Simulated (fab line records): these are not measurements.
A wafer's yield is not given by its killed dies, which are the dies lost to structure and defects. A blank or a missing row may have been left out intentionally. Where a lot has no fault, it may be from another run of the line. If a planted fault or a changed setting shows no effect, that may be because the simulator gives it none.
One fault seen from 3 desks + flow nand-harc + each desk holds nothing but its own numbers, with what lay behind them at the end

== THE METROLOGY DESK ==
Means of the sampled wafers that have a number, per lot and without regard to the tool the lot ran on: this is what the gauges read. Marked OUT: a lot whose mean sits more than 4 standard deviations from the usual mean, which makes it out of limits; the brackets give that distance.
Columns: A = cd-nm at NHARC_P_M0_CD_MEAS_09, usual 90.0 nm
| lot  | first seen here | A               |
|------|-----------------|-----------------|
| L871 | day 6 05:38     | 90.7            |
| L873 | day 6 15:28     | 90.1            |
| L872 | day 6 15:53     | 88.7            |
| L874 | day 6 16:17     | 89.6            |
| L880 | day 8 05:37     | 90.0            |
| L883 | day 9 02:46     | 90.1            |
| L881 | day 9 03:46     | 90.3            |
| L886 | day 10 02:05    | 100.7 (+21) OUT |
| L887 | day 10 02:43    | 90.2            |
| L892 | day 11 08:43    | 98.8 (+17) OUT  |
| L893 | day 11 12:47    | 89.8            |
This desk's verdict: out of limits on L886, L892, starting with L886 at day 10 02:05 (cd-nm at NHARC_P_M0_CD_MEAS_09). Within limits: L871, L873, L872, L874, L880, L883, L881, L887, L893.

== DESK OF THE TOOL OWNER: arfi-scanner-01 ==
The tool's own readings at NHARC_P_M0_EXPOSE_06 (exposes mask P M0, target cd 90 nm): means of the sampled wafers that have a number, for each lot that ran on this tool. Marked OUT: a lot whose mean sits more than 4 standard deviations from the usual mean, which makes it out of limits; the brackets give that distance.
Columns: A = exposure-dose-mJ-cm2 at NHARC_P_M0_EXPOSE_06, usual 81.26
| lot  | first seen here | A                       |
|------|-----------------|-------------------------|
| L874 | day 6 16:09     | 81.28                   |
| L883 | day 9 02:38     | 81.21                   |
| L881 | day 9 03:38     | 81.27                   |
| L886 | day 10 01:56    | 95.96 (+99 or more) OUT |
| L892 | day 11 08:35    | 93.06 (+99 or more) OUT |
This desk's verdict: out of limits on L886, L892, starting with L886 at day 10 01:56 (exposure-dose-mJ-cm2 at NHARC_P_M0_EXPOSE_06). Within limits: L874, L883, L881.

== THE DEFECT DESK ==
Lot by lot, what the route's inspections counted, given as the mean of those sampled wafers with a number. Marked OUT: a lot whose mean sits more than 4 standard deviations from the usual mean, which makes it out of limits; the brackets give that distance.
Columns: A = raw-defect-count at NHARC_P_CONTACT_INSPECT_14, usual 3.9
| lot  | first seen here | A   |
|------|-----------------|-----|
| L871 | day 5 16:46     | 4.0 |
| L873 | day 6 06:24     | 3.7 |
| L872 | day 6 07:21     | 3.0 |
| L874 | day 6 11:03     | 5.7 |
| L880 | day 8 01:01     | 4.0 |
| L883 | day 8 17:55     | 2.0 |
| L881 | day 8 23:50     | 3.7 |
| L886 | day 9 13:50     | 5.3 |
| L887 | day 9 19:44     | 3.0 |
| L892 | day 11 04:35    | 2.7 |
| L893 | day 11 08:32    | 3.7 |
This desk's finding: nothing out of limits on any of the 11 lots.

== ALL TOGETHER ==
At day 10 01:56, on L886, L892, the tool owner's desk was in a position to raise an alarm.
At day 10 02:05 the metrology desk could have sounded an alarm, on L886, L892.
Nothing the defect desk looked at was out of limits.
The defect desk has L886, L892 on record, within its limits.
On arfi-scanner-01, each named lot ran NHARC_P_M0_EXPOSE_06.

== WHAT THE SIMULATOR PUT IN ==
Drift in process parameters on arfi-scanner-01 at NHARC_P_M0_EXPOSE_06, starting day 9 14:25. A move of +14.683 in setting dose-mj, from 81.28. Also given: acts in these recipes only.
Lots struck among those shown: L886, L892.
Delay (hours) between the fault's onset and each desk's first out-of-limits reading: 12 at the tool owner's desk, 12 at the metrology desk.
